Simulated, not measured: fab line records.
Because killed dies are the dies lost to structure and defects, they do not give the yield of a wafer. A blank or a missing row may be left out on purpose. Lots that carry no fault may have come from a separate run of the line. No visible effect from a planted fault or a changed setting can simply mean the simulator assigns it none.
Matching of chambers :: flow n5_finfet :: pecvd-02 running N5_BEOL_M12_ILD_DEP_00: 3 sister chambers
The step deposits SiOC from DEMS/O2, target thk 658.92 nm, time 130.7 s. 6 wafers are shown with their chamber, then 12 later ones without.

== WAFERS PAIRED WITH THEIR CHAMBERS ==
wafer: L090.4
chamber: 2
throttle_valve_pct (%): 11.5
showerhead_vpp_V (V): 1362

wafer: L090.5
chamber: 0
throttle_valve_pct (%): 12.9
showerhead_vpp_V (V): 1411

wafer: L090.6
chamber: 1
throttle_valve_pct (%): 12.4
showerhead_vpp_V (V): 1343

wafer: L092.2
chamber: 2
throttle_valve_pct (%): 11.8
showerhead_vpp_V (V): 1357

wafer: L092.4
chamber: 1
throttle_valve_pct (%): 12.1
showerhead_vpp_V (V): 1363

wafer: L092.5
chamber: 0
throttle_valve_pct (%): 13.2
showerhead_vpp_V (V): 1394

== WAFERS WITHOUT THEIR CHAMBER ==
wafer: L093.1
throttle_valve_pct (%): 11.9
showerhead_vpp_V (V): 1361

wafer: L093.5
throttle_valve_pct (%): 12.1
showerhead_vpp_V (V): 1344

wafer: L093.6
throttle_valve_pct (%): 12.9
showerhead_vpp_V (V): 1373

wafer: L095.1
throttle_valve_pct (%): 12.9
showerhead_vpp_V (V): 1374

wafer: L095.3
throttle_valve_pct (%): 11.8
showerhead_vpp_V (V): 1364

wafer: L095.5
throttle_valve_pct (%): 12.0
showerhead_vpp_V (V): 1336

wafer: L096.2
throttle_valve_pct (%): 13.2
showerhead_vpp_V (V): 1401

wafer: L096.4
throttle_valve_pct (%): 13.0
showerhead_vpp_V (V): 1408

wafer: L096.6
throttle_valve_pct (%): 11.9
showerhead_vpp_V (V): 1351

wafer: L097.2
throttle_valve_pct (%): 11.8
showerhead_vpp_V (V): 1387

wafer: L097.3
throttle_valve_pct (%): 12.2
showerhead_vpp_V (V): 1370

wafer: L097.4
throttle_valve_pct (%): 11.9
showerhead_vpp_V (V): 1361

== CHAMBER TAKEN BY EACH ==
wafer: L093.1
from the rows above: can't be placed: 2 or 1
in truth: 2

wafer: L093.5
from the rows above: can't be placed: 1 or 2
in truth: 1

wafer: L093.6
from the rows above: can't be placed: 0 or 1
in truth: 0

wafer: L095.1
from the rows above: can't be placed: 0 or 1
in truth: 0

wafer: L095.3
from the rows above: can't be placed: 2 or 1
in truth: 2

wafer: L095.5
from the rows above: can't be placed: 1 or 2
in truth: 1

wafer: L096.2
from the rows above: 0
in truth: 0

wafer: L096.4
from the rows above: 0
in truth: 0

wafer: L096.6
from the rows above: can't be placed: 2 or 1
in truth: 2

wafer: L097.2
from the rows above: can't be placed: 2 or 1
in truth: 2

wafer: L097.3
from the rows above: can't be placed: 1 or 2
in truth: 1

wafer: L097.4
from the rows above: can't be placed: 2 or 1
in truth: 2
Correct placement for 2 of the 12. Cannot be placed on the basis of these rows: 10; the candidates contain the true chamber in 10. Wrongly placed: 0.
How it was worked out, from the rows above alone: a wafer's distance from a chamber is the root of the sum, over the readings, of the square of ((its reading less the chamber's mean) divided by the reading's scatter). If the next closest chamber is less than 2 further off than the closest, the wafer can't be placed; otherwise it belongs to the closest. Each chamber's mean is taken over the wafers shown for it. The scatter is the square root of a quotient: the sum, over the shown wafers, of each reading's squared deviation from its chamber's mean, divided by wafers minus chambers.
